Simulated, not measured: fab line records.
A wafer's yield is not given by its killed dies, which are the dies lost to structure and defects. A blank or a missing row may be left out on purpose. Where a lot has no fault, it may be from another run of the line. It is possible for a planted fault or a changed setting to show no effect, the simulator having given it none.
Chamber matching    flow nand-harc    NHARC_A_STAIRCASE_DEP_259 on pecvd-02 has 3 sister chambers
The step deposits SiON, target thk 30 nm. 6 wafers are shown with their chamber, then 12 later ones without.

EACH WAFER AND ITS CHAMBER
wafer   chamber  heater-power-w (W)  rf-fwd-power-W (W)
L085.1  2        671                 348.5
L090.1  2        702                 349.0
L090.6  1        784                 348.1
L091.2  1        802                 348.0
L091.3  0        752                 348.5
L091.6  0        726                 349.2

WAFERS WHOSE CHAMBER IS MISSING
wafer   heater-power-w (W)  rf-fwd-power-W (W)
L089.4  775                 348.1
L089.5  744                 347.2
L089.6  705                 349.3
L093.2  725                 349.0
L093.5  805                 350.1
L093.6  674                 349.7
L092.2  652                 348.0
L092.3  699                 349.9
L092.6  697                 348.9
L095.2  678                 347.0
L095.3  710                 349.7
L095.4  678                 345.6

CHAMBER TAKEN BY EACH
wafer    from the rows above            in truth
L089.4   can't be placed: 1 or 0        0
L089.5   can't be placed: 1 or 0 or 2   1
L089.6   can't be placed: 2 or 0        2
L093.2   can't be placed: 0 or 2        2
L093.5   can't be placed: 0 or 1        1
L093.6   can't be placed: 2 or 0        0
L092.2   2                              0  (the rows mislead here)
L092.3   can't be placed: 2 or 0        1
L092.6   can't be placed: 2 or 0        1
L095.2   can't be placed: 2 or 0        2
L095.3   can't be placed: 0 or 2        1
L095.4   can't be placed: 2 or 1 or 0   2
Placed correctly: 0 of 12. Cannot be placed on the basis of these rows: 11; the candidates contain the true chamber in 8. Placed wrongly: 1.
How it was worked out, from the rows above alone: a wafer's distance from a chamber is the root of the sum, over the readings, of the square of ((its reading less the chamber's mean) divided by the reading's scatter). If the next closest chamber is less than 2 further off than the closest, the wafer can't be placed; otherwise it belongs to the closest. A chamber's mean is the mean of its shown wafers. The scatter: the root of (the sum of the squares of (reading less its chamber's mean) over the shown wafers, divided by (wafers less chambers)).
